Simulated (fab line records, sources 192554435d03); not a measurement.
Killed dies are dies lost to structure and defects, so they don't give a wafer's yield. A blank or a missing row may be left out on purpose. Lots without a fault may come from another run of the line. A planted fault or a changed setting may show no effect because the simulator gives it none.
Which tool did it? | flow n5_finfet | 10 lots, 27 wafers sampled, at 6 steps of a route of 1938

WHAT THE GAUGES READ, wafer by wafer
N5_PMOS_HMC_CHANNEL_EPI_OVL_MEAS_10. Usual: PMOS_HMC_BLK_OVL -0.7 nm, standard deviation 0.7.
lot  | measured    | on         | PMOS_HMC_BLK_OVL (nm) | flag
L716 | day 1 23:20 | overlay-01 | -0.8 -0.8 -0.4        |
L718 | day 2 11:08 | overlay-02 | -1.9 -1.2 -0.1        |
L720 | day 2 23:13 | overlay-02 | -2.1 -1.4 -2.1        |
L724 | day 3 23:38 | overlay-02 | -0.5 -2.1             |
L726 | day 4 12:13 | overlay-02 | -0.7 -0.4             |
L727 | day 4 17:51 | overlay-02 | -1.1 -1.2             |
L730 | day 5 11:46 | overlay-02 | 0.8 0.7 -1.4          |
L732 | day 5 23:54 | overlay-01 | -1.3 -0.7 -0.6        |
L737 | day 7 05:43 | overlay-01 | -0.5 -0.1 -0.6        |
L738 | day 7 11:37 | overlay-02 | -0.8 -1.0 0.3         |

N5_PMOS_HMC_CHANNEL_EPI_THK_MEAS_22. Usual: HMC_CMP_THK 53.6 nm, standard deviation 0.81.
lot  | measured    | on            | HMC_CMP_THK (nm) | flag
L716 | day 2 01:40 | film_metro-01 | 54.1 53.4 55.5   |
L718 | day 2 14:01 | film_metro-02 | 53.0 54.3 53.0   |
L720 | day 3 02:41 | film_metro-01 | 54.0 53.5 52.6   |
L724 | day 4 02:35 | film_metro-02 | 34.7 53.9        | OFF
L726 | day 4 15:14 | film_metro-02 | 34.3 53.9        | OFF
L727 | day 4 21:23 | film_metro-02 | 34.6 53.9        | OFF
L730 | day 5 14:35 | film_metro-01 | 53.2 54.0 53.4   |
L732 | day 6 02:38 | film_metro-01 | 53.1 53.3 53.6   |
L737 | day 7 08:07 | film_metro-01 | 52.8 54.2 52.7   |
L738 | day 7 13:59 | film_metro-01 | 54.9 53.4 53.8   |

N5_BEOL_M4_RC_MEAS_101. Usual: CJ_P 5.81, standard deviation 0.16; DIBL_N 35.8 mV/V, standard deviation 1.8; DIBL_P 35.6 mV/V, standard deviation 2; IOFF_N 0.148 nA/um, standard deviation 0.028; IOFF_P 0.20 nA/um, standard deviation 0.034; ION_N 672 uA/um, standard deviation 12; ION_P 462 uA/um, standard deviation 8.5; SS_N 71.2 mV/dec, standard deviation 0.65; SS_P 73.1 mV/dec, standard deviation 0.67; VT_N 251 mV, standard deviation 3.3; VT_P -251 mV, standard deviation 3.8.
lot  | measured     | on        | CJ_P           | DIBL_N (mV/V)  | DIBL_P (mV/V)  | IOFF_N (nA/um)    | IOFF_P (nA/um) | ION_N (uA/um) | ION_P (uA/um) | SS_N (mV/dec)  | SS_P (mV/dec)  | VT_N (mV)   | VT_P (mV)      | flag
L716 | day 8 02:58  | prober-01 | 5.75 6.09 5.54 | 37.7 36.9 36.8 | 38.6 36.7 37.4 | 0.156 0.151 0.145 | 0.22 0.20 0.21 | 647 672 674   | 451 461 464   | 72.1 70.9 70.4 | 73.9 72.5 73.5 | 252 252 250 | -247 -248 -248 |
L718 | day 9 00:37  | prober-01 | 5.86 5.53 5.78 | 36.3 36.9 38.3 | 34.1 34.5 36.7 | 0.138 0.141 0.175 | 0.20 0.21 0.24 | 662 675 677   | 464 469 468   | 71.5 70.9 71.1 | 73.2 73.8 73.7 | 253 253 247 | -248 -248 -248 |
L720 | day 9 04:34  | prober-01 | 5.83 5.92 6.07 | 37.6 37.9 36.8 | 36.9 37.5 35.5 | 0.169 0.162 0.147 | 0.20 0.22 0.18 | 693 684 675   | 465 461 462   | 71.9 71.7 71.4 | 73.8 74.0 72.9 | 245 247 251 | -252 -249 -254 |
L724 | day 10 02:06 | prober-02 | 6.39 5.81      | 36.0 35.2      | 36.4 34.7      | 0.134 0.137       | 0.15 0.19      | 676 677       | 377 468       | 71.1 70.8      | 72.9 72.4      | 253 250     | -256 -249      | OFF
L726 | day 10 15:32 | prober-01 | 6.52 5.74      | 35.1 34.7      | 34.8 35.5      | 0.135 0.142       | 0.14 0.19      | 666 678       | 376 463       | 71.8 71.1      | 71.8 72.4      | 252 249     | -257 -250      | OFF
L727 | day 11 02:08 | prober-01 | 6.46 5.81      | 35.6 34.9      | 36.8 35.4      | 0.158 0.152       | 0.16 0.20      | 679 679       | 377 460       | 71.1 71.2      | 73.6 73.0      | 248 250     | -261 -249      | OFF
L730 | day 11 22:08 | prober-02 | 5.85 5.52 5.79 | 32.9 35.7 34.3 | 33.5 35.7 34.1 | 0.126 0.171 0.139 | 0.21 0.24 0.22 | 676 688 684   | 472 475 471   | 70.3 71.7 71.1 | 73.4 74.5 73.3 | 251 247 252 | -248 -245 -244 |
L732 | day 12 00:12 | prober-02 | 5.81 6.01 5.82 | 38.4 32.6 36.1 | 39.2 32.9 37.3 | 0.153 0.076 0.117 | 0.18 0.12 0.16 | 669 626 662   | 448 430 449   | 71.5 70.0 70.3 | 74.0 71.7 73.5 | 255 266 259 | -254 -260 -257 |
L737 | day 13 18:52 | prober-02 | 5.90 5.82 6.04 | 35.8 38.4 35.3 | 35.0 37.4 33.1 | 0.147 0.197 0.138 | 0.19 0.24 0.18 | 677 691 682   | 463 478 464   | 71.3 71.6 71.0 | 72.4 72.5 71.9 | 250 246 254 | -248 -247 -250 |
L738 | day 13 22:43 | prober-02 | 5.73 5.89 5.76 | 34.5 35.1 35.3 | 34.1 35.6 35.2 | 0.145 0.163 0.164 | 0.19 0.21 0.21 | 673 687 692   | 471 470 469   | 70.7 70.5 70.9 | 72.4 72.9 72.9 | 249 246 247 | -249 -247 -247 |

WHICH TOOL RAN EACH LOT (tool, then ch and the chambers of the sampled wafers, then the start)
lot  | N5_PMOS_HMC_CHANNEL_EPI_HM_DEP_34 | N5_PMOS_HMC_CHANNEL_EPI_FIN_RECESS_16 | N5_FIN_SAQP_DENSIFY_62
L716 | pecvd-02 ch 0,2, day 1 22:54      | rie_si-02 ch 1,2,3, day 1 23:51       | rtp_anneal-01 ch 0, day 2 02:34
L718 | pecvd-04 ch 0,1, day 2 10:41      | rie_si-06 ch 0,2,3, day 2 11:49       | rtp_anneal-02 ch 0, day 2 14:58
L720 | pecvd-03 ch 0,1, day 2 22:47      | rie_si-02 ch 0,1,3, day 3 00:29       | rtp_anneal-01 ch 0, day 3 03:56
L724 | pecvd-03 ch 0,2, day 3 23:11      | rie_si-02 ch 0,3, day 4 00:17         | rtp_anneal-01 ch 0, day 4 03:34
L726 | pecvd-02 ch 0,1, day 4 11:47      | rie_si-02 ch 0,3, day 4 12:56         | rtp_anneal-01 ch 0, day 4 16:37
L727 | pecvd-04 ch 0, day 4 17:31        | rie_si-02 ch 0,3, day 4 18:38         | rtp_anneal-02 ch 0, day 4 23:07
L730 | pecvd-04 ch 0,1, day 5 11:27      | rie_si-01 ch 1,2,3, day 5 12:31       | rtp_anneal-01 ch 0, day 5 15:58
L732 | pecvd-03 ch 1,2, day 5 23:28      | rie_si-01 ch 0,1,3, day 6 00:25       | rtp_anneal-02 ch 0, day 6 03:35
L737 | pecvd-03 ch 0,1,2, day 7 05:17    | rie_si-06 ch 0,1,2, day 7 06:14       | rtp_anneal-01 ch 0, day 7 09:20
L738 | pecvd-03 ch 0,2, day 7 11:10      | rie_si-06 ch 0,1,3, day 7 12:11       | rtp_anneal-01 ch 0, day 7 15:06
- N5_PMOS_HMC_CHANNEL_EPI_HM_DEP_34: deposits SiO2 from TEOS/O2, target thk 36 nm, time 6.9 s.
- N5_PMOS_HMC_CHANNEL_EPI_FIN_RECESS_16: chemistry HBr/Cl2, target Si, target depth 54 nm, time 18 s.
- N5_FIN_SAQP_DENSIFY_62: time 60 s.

WHAT THE TOOLS THEMSELVES READ (means of the sampled wafers that have a number; where no wafer has one, the mark that the record gives instead)
N5_PMOS_HMC_CHANNEL_EPI_HM_DEP_34. Usual: heater_power_w 538 W, standard deviation 78; showerhead_plenum_p_Torr 8.352 Torr, standard deviation 0.029; throttle_valve_pct 18.7 %, standard deviation 1.
lot  | tool     | heater_power_w (W) | showerhead_plenum_p_Torr (Torr) | throttle_valve_pct (%) | flag
L716 | pecvd-02 | 575                | 8.351                           | 19.1                   |
L718 | pecvd-04 | 551                | 8.312                           | 19.0                   |
L720 | pecvd-03 | 555                | 8.377                           | 19.2                   |
L724 | pecvd-03 | 466                | 8.332                           | 17.9                   |
L726 | pecvd-02 | 590                | 8.343                           | 19.4                   |
L727 | pecvd-04 | 534                | 8.306                           | 18.4                   |
L730 | pecvd-04 | 595                | 8.330                           | 19.7                   |
L732 | pecvd-03 | 593                | 8.404                           | 18.7                   |
L737 | pecvd-03 | 502                | 8.364                           | 18.6                   |
L738 | pecvd-03 | 419                | 8.335                           | 18.5                   |

N5_PMOS_HMC_CHANNEL_EPI_FIN_RECESS_16. Usual: drypump_motor_current_A 5.78 A, standard deviation 0.27; oes_product_au 0.992 a.u., standard deviation 0.015; throttle_valve_pct 35.6 %, standard deviation 0.32.
lot  | tool      | drypump_motor_current_A (A) | oes_product_au (a.u.) | throttle_valve_pct (%) | flag
L716 | rie_si-02 | 5.83                        | 0.987                 | 35.5                   |
L718 | rie_si-06 | 6.06                        | 1.001                 | 35.7                   |
L720 | rie_si-02 | 5.63                        | 0.985                 | 35.4                   |
L724 | rie_si-02 | 5.53                        | 0.979                 | 35.5                   |
L726 | rie_si-02 | 5.54                        | 0.968                 | 35.5                   |
L727 | rie_si-02 | 5.54                        | 0.977                 | 35.5                   |
L730 | rie_si-01 | 5.74                        | 0.996                 | 35.5                   |
L732 | rie_si-01 | 5.88                        | 0.996                 | 35.8                   |
L737 | rie_si-06 | 5.90                        | 1.001                 | 35.9                   |
L738 | rie_si-06 | 5.99                        | 1.003                 | 35.8                   |

N5_FIN_SAQP_DENSIFY_62. Usual: lamp_power_pct 9.85 %, standard deviation 0.052; lamp_zone_1_pct 9.847 %, standard deviation 0.011; wafer_temp_C_max 703.2, standard deviation 0.61.
lot  | tool          | lamp_power_pct (%) | lamp_zone_1_pct (%) | wafer_temp_C_max | flag
L716 | rtp_anneal-01 | 9.81               | 9.847               | 703.1            |
L718 | rtp_anneal-02 | 9.88               | 9.847               | 703.4            |
L720 | rtp_anneal-01 | 9.82               | 9.849               | 703.1            |
L724 | rtp_anneal-01 | 9.89               | 9.856               | 704.3            |
L726 | rtp_anneal-01 | 9.84               | 9.857               | 702.8            |
L727 | rtp_anneal-02 | 9.88               | 9.856               | 703.4            |
L730 | rtp_anneal-01 | 9.86               | 9.848               | 703.3            |
L732 | rtp_anneal-02 | 9.79               | 9.849               | 703.6            |
L737 | rtp_anneal-01 | 9.87               | 9.851               | 703.5            |
L738 | rtp_anneal-01 | 9.89               | 9.842               | 703.1            |

THE ANSWER, worked out from the rows above alone
Rule: a lot is off if the mean of its wafers that have a number lies more than 3 standard deviations from the usual mean. A lot without any number at a reading at which 4 lots or more have one is off too. The other lots that the step has rows for count as sound. The gauges are gone through in route order, then the tools' own readings, and for those a lot's mean is taken as printed above. The first step at which some lot is off is used, and at that step the reading that is off furthest; a lot without a number counts as furthest.
Off: L724, L726, L727, at N5_PMOS_HMC_CHANNEL_EPI_THK_MEAS_22 (HMC_CMP_THK).
A tool fits if, at a process step before that reading, it ran every lot that is off, and no sound lot after the first of them. The gauges at N5_PMOS_HMC_CHANNEL_EPI_THK_MEAS_22 aren't tried: what is off there is off at N5_BEOL_M4_RC_MEAS_101 too, on other tools, and a gauge's error can't cause that. One fits: rie_si-02 at N5_PMOS_HMC_CHANNEL_EPI_FIN_RECESS_16. Its last sound lot is L720 (day 3 00:29), its first lot that is off L724 (day 4 00:17): a fault that began between those two fits.

WHAT THE SIMULATOR HAD PUT IN
Process parameter drift: rie_si-02, from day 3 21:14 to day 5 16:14, at N5_PMOS_HMC_CHANNEL_EPI_FIN_RECESS_16. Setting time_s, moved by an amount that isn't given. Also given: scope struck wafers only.
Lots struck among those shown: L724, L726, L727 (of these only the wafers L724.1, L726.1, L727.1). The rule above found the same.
